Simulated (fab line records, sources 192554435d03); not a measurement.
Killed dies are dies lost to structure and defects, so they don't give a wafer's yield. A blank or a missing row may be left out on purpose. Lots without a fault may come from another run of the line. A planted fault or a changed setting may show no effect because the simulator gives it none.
Split-lot experiment | flow n5_finfet | 7 lots, 21 wafers read, on a route of 1938 steps

THE SPLIT
At N5_BEOL_M5_TRENCH_ETCH_37 (etches SiCOH lowk in C4F6/O2, target depth 71.652 nm, time 24.7 s), the setting source_w was moved away from the recipe's 345 W on 8 of the 21 wafers read, by -15.2% to +14.2%. The other wafers ran this setting at the recipe's value.

The reading is taken at the split's own step.

THE READING
rf_vpp_V, in V, at N5_BEOL_M5_TRENCH_ETCH_37 (etches SiCOH lowk in C4F6/O2, target depth 71.652 nm, time 24.7 s). Fault-free wafers of this fab line usually give 664 V, standard deviation 15 V.

wafer  | tool, chamber at the split | source_w as run, W | against the recipe | rf_vpp_V, V | against lot-mates on the recipe
L074.2 | rie_diel-01, 2             | 345                | recipe             | 668         | -
L074.3 | rie_diel-01, 1             | 345                | recipe             | 675         | -
L074.6 | rie_diel-01, 0             | 345                | recipe             | 653         | -
L076.1 | rie_diel-01, 1             | 292.4              | -15.2%             | 735         | +91
L076.4 | rie_diel-01, 3             | 292.4              | -15.2%             | 700         | +56
L076.6 | rie_diel-01, 3             | 345                | recipe             | 644         | -
L077.1 | rie_diel-04, 3             | 345                | recipe             | 693         | -
L077.4 | rie_diel-04, 0             | 324.9              | -5.8%              | 681         | -12
L077.5 | rie_diel-04, 1             | 324.9              | -5.8%              | 695         | +2
L081.1 | rie_diel-05, 0             | 345                | recipe             | 655         | -
L081.3 | rie_diel-05, 3             | 345                | recipe             | 660         | -
L081.5 | rie_diel-05, 3             | 345                | recipe             | 658         | -
L082.2 | rie_diel-05, 2             | 295.5              | -14.3%             | 744         | +87
L082.4 | rie_diel-05, 0             | 345                | recipe             | 657         | -
L082.5 | rie_diel-05, 0             | 345                | recipe             | 657         | -
L089.1 | rie_diel-01, 0             | 361.1              | +4.7%              | 637         | -34
L089.2 | rie_diel-01, 2             | 345                | recipe             | 666         | -
L089.3 | rie_diel-01, 1             | 345                | recipe             | 677         | -
L090.2 | rie_diel-04, 2             | 394                | +14.2%             | 609         | -43
L090.3 | rie_diel-04, 0             | 394                | +14.2%             | 617         | -35
L090.5 | rie_diel-04, 2             | 345                | recipe             | 652         | -

THE FIT
A straight line over all 21 wafers: rf_vpp_V changes by -3.99 V for each +1% of source_w; r = -0.91; the points scatter about the line by 14 V.
The same after taking each lot's own level away (the mean of its wafers on the recipe; 21 wafers): -4.02 V for each +1%; r = -0.89; scatter 16 V.
On that fit, the largest move of source_w shifts the reading by 61 V.
The lots' own levels span 644.0 to 693.0 V, that is 3.3 times the standard deviation above.
So the lot-to-lot level changes the slope little: the two slopes agree.
Check: with one of the wafers moved furthest among these (-15.2%) left out of the fit, the line predicts +53.9 V for it against its lot-mates. It came out at +91 V against them.
Tool readings at the split's step, against how far the setting was moved: rf_vpp_V r = -0.91.

OTHER SPLITS ON THESE WAFERS
These wafers also went through other splits before the reading. Each is held against what the fit with the lots' levels taken away leaves over:
other split on the same wafers    | wafers away from the commonest value | r with rf_vpp_V (lot level and that fit taken away)
N5_BEOL_M0_SAQP_EXPOSE_37 dose_mj | 4                                    | +0.14
N5_BEOL_M1_HM_DEP_02 target_thk_a | 5                                    | +0.09
N5_BEOL_M2_ALD_98 ald_cycles      | 8                                    | +0.13
N5_BEOL_M4_COAT_05 spin_rpm       | 7                                    | -0.27
N5_BEOL_M5_ILD_DEP_00 time_s      | 8                                    | -0.34

THE FILE'S OWN FIT
rf_vpp_V changes by -4.38 V for each +1% of source_w, r = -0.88.
